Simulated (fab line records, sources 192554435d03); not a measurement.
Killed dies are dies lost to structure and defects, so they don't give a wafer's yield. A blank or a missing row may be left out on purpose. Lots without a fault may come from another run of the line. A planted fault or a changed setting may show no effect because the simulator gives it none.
A struck lot beside a sound one | flow n5_finfet | 40 steps out of a route of 1938
Sound: wafers L713.1, L713.4, L713.5. Struck: wafers L712.4, L712.5. (L712.2 of the same lot was not struck and is left out.) The cause comes at the end.
At each step with rows: each side's tool, then ch and its chambers, then its first start. Under that, the readings that differ: sound wafers | struck wafers | difference of the means | sigmas: that difference in standard deviations of wafers without a fault.
alike: readings whose means differ by less than 2 such deviations, and words and numbers that are the same on both sides. not compared: withheld readings, readings that some wafer has no value for, bounds like >300 that may hide the same value, and numbers for which the record gives no deviation and whose values overlap.
The two part at a step that has a row with sigmas, a row that says differs or no value, or rows on one side only. Numbers that don't overlap but have no deviation are shown without sigmas and don't part them. A reading that every wafer of one side lacks parts them only if that side has two wafers or more.

first, 10 steps without rows for these wafers: N5_PMOS_HMC_CHANNEL_EPI_PRECLEAN_37 (cleans in O3/DIW, time 45 s); N5_PMOS_HMC_CHANNEL_EPI_PRECLEAN_24 (cleans in DHF, time 30 s); N5_PMOS_HMC_CHANNEL_EPI_SRD_25 (time 30 s); N5_PMOS_HMC_CHANNEL_EPI_EPI_26 (deposits Si from SiH4/H2, target thk 3.8 nm, time 22.7 s); N5_FIN_SAQP_PRECLEAN_42 (cleans in O3/DIW, time 60 s); N5_FIN_SAQP_PRECLEAN_00 (cleans in SC1, time 60 s); N5_FIN_SAQP_PRECLEAN_44 (cleans in SC2, time 45 s); N5_FIN_SAQP_SRD_01 (time 30 s); N5_FIN_SAQP_ALD_61 (deposits SiO2, target thk 4 nm, pulse time 1 s, purge time 2 s); N5_FIN_SAQP_DENSIFY_62 (time 60 s).
N5_FIN_SAQP_HM_DEP_03: deposits SiNx from SiH4/NH3/N2, target thk 38 nm, time 33.6 s.
  sound on pecvd-01 ch 0,2, day 7 10:13; struck on pecvd-03 ch 0,1, day 7 03:48
  reading                                      | sound             | struck      | difference | sigmas
  model.SiNx_of_FIN_SAQP_HM_DEP_03.thk_nm (nm) | 36.69 37.34 38.17 | 43.59 45.01 | +6.90      |
  alike: heater_power_w, showerhead_plenum_p_Torr, throttle_valve_pct
N5_FIN_SAQP_THK_MEAS_05:
  sound on film_metro-01, day 7 10:20; struck on film_metro-01, day 7 03:53
  reading     | sound          | struck    | difference | sigmas
  thk_nm (nm) | 36.7 37.3 38.2 | 43.6 45.0 | +6.9       | +11
then, 24 steps without rows for these wafers: N5_FIN_SAQP_PECVD_47 (deposits a-Si from SiH4/He, target thk 45 nm, time 36.3 s); N5_FIN_SAQP_PECVD_48 (deposits SiNx from SiH4/NH3/N2, target thk 25 nm, time 22.1 s); N5_FIN_SAQP_PECVD_06 (deposits a-Si from SiH4/He, target thk 60 nm, time 48.1 s); N5_FIN_SAQP_HM_DEP_72 (deposits SiO2 from SiH4/N2O, target thk 12 nm, time 7.2 s); N5_FIN_SAQP_COAT_49 (time 60 s, resist thk 100 nm); N5_FIN_SAQP_COAT_50 (time 60 s, resist thk 35 nm); N5_FIN_SAQP_COAT_10 (resist thk 90 nm); N5_FIN_SAQP_EBR_12; N5_FIN_SAQP_SOFTBAKE_11 (time 60 s); N5_FIN_SAQP_EXPOSE_13 (exposes mask FIN CORE, target cd 35.6 nm); N5_FIN_SAQP_PEB_14 (peb time 60 s); N5_FIN_SAQP_DEVELOP_15 (develop time 30 s); N5_FIN_SAQP_DESCUM_21 (chemistry O2, time 7.9 s); N5_FIN_SAQP_ETCH_51 (etches SiARC in CF4, target depth 45.5 nm, time 75.8 s); N5_FIN_SAQP_ETCH_52 (etches SOC in N2/H2, target depth 100 nm, overetch 20 nm, time 150 s); N5_FIN_SAQP_STRIP_53 (strips in N2/H2); N5_FIN_SAQP_HM_OPEN_73 (chemistry CHF3/O2, target SiO2, stops on a-Si, target depth 12 nm, time 16.8 s); N5_FIN_SAQP_STRIP_74 (strips in CHF3/O2); N5_FIN_SAQP_MANDREL_ETCH_22 (etches a-Si in HBr/Cl2, stops on SiNx, target depth 60 nm, bt time 10 s, time 30 s); N5_FIN_SAQP_STRIP_55 (strips in N2/H2); N5_FIN_SAQP_STRIP_23 (strips in SPM, time 750 s); N5_FIN_SAQP_SRD_66 (time 30 s); N5_FIN_SAQP_RECESS_75 (chemistry HF/NH3, target SiO2, target depth 14.4 nm, afs cycles 3, sublimation time 60 s); N5_FIN_SAQP_SPACER1_ALD_24 (deposits SiO2, target thk 20.3 nm, pulse time 1 s, purge time 2 s).
N5_FIN_SAQP_HM_OPEN_33: chemistry CH3F/O2, target SiNx, target depth 49.4 nm, time 70.6 s.
  sound on rie_diel-04 ch 0,1,2, day 7 15:18; struck on rie_diel-05 ch 1,2, day 7 09:05
  reading                  | sound             | struck      | difference | sigmas
  etch_rf_on_time_s (s)    | 63.9 69.1 71.5    | 78.6 81.9   | +12.1      | +6
  model.etch.depth_nm (nm) | 35.71 36.71 37.19 | 42.96 44.37 | +7.13      |
  alike: drypump_motor_current_A, oes_product_au, rf_vpp_V, showerhead_plenum_p_Torr, throttle_valve_pct
  not compared: rf_hours_counter_h
N5_STI_FIN_REVEAL_RECESS_09: chemistry HF/NH3, target SiO2, afs cycles 11, target depth 42.5 nm, sublimation time 60 s.
  sound on vapor_etch-01 ch 0, day 7 23:35; struck on vapor_etch-02 ch 1, day 7 17:01
  reading                                      | sound      | struck  | difference | sigmas
  model.SiNx_of_FIN_SAQP_HM_DEP_03.thk_nm (nm) | 16 17.4 18 | 23.6 25 | +7.2       |
  alike: drypump_motor_current_A
-- the record jumps here: 6 days lie between the struck wafers' starts before and after (it left off in module STI_FIN_REVEAL and takes up again in module BEOL_M4, whose first step shown is number 1111 of the route) --
N5_BEOL_M4_RC_MEAS_101:
  sound on prober-01 ch 0, day 13 17:15; struck on prober-02 ch 0, day 13 06:38
  alike: DIBL_N, DIBL_P, IOFF_N, IOFF_P, ION_N, ION_P, SS_N, SS_P, VT_N, VT_P
N5_PASSIVATION_PROBE_49:
  the record has rows for the sound wafers here (prober-02, day 18 01:23) and none for the struck ones

WHERE THEY PART
First at N5_FIN_SAQP_THK_MEAS_05; last, within this record, at N5_PASSIVATION_PROBE_49.

WHY: what the simulator had put in
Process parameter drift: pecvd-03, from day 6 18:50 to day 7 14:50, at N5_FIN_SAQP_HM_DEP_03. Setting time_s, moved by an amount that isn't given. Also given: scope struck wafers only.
